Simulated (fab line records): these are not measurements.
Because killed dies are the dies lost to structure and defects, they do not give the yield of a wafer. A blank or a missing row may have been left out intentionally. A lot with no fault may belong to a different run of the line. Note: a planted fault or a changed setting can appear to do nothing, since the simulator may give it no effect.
Chamber matching	flow nand_harc	NHARC_A_M1_CMP_23 on cmp-04 has 4 sister chambers
The step polishes, t overpolish 20 s, target thk 154.34 nm. 4 wafers are shown with their chamber, then 8 later ones without.

WAFERS PAIRED WITH THEIR CHAMBERS
wafer	chamber	motor_current_A (A)
L084.2	2	12.3
L084.1	0	10.6
L084.6	3	12.9
L085.1	1	12.2

WAFERS MISSING THEIR CHAMBER
wafer	motor_current_A (A)
L085.3	10.9
L085.6	12.4
L093.3	11.5
L093.4	12.5
L093.5	12.5
L097.3	12.0
L097.4	12.0
L097.5	12.5

EACH ONE'S CHAMBER
wafer	from the rows above	in truth
L085.3	0	0
L085.6	can't be placed: 2 or 1 or 3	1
L093.3	can't be placed: 1 or 2 or 0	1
L093.4	can't be placed: 2 or 1 or 3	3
L093.5	can't be placed: 2 or 1 or 3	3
L097.3	can't be placed: 1 or 2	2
L097.4	can't be placed: 1 or 2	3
L097.5	can't be placed: 2 or 1 or 3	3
Correct placement for 1 of the 8. These rows do not allow placing 7 (true chamber among the candidates in 6). Wrongly placed: 0.
How it was worked out, from the rows above alone: a wafer's distance from a chamber is the root of the sum, over the readings, of the square of ((its reading less the chamber's mean) divided by the reading's scatter). If the next closest chamber is less than 2 further off than the closest, the wafer can't be placed; otherwise it belongs to the closest. Each chamber's mean is taken over the wafers shown for it. The scatter: with one shown wafer a chamber, the root of the mean of the squares of how far each hidden wafer lies from its nearest shown one.
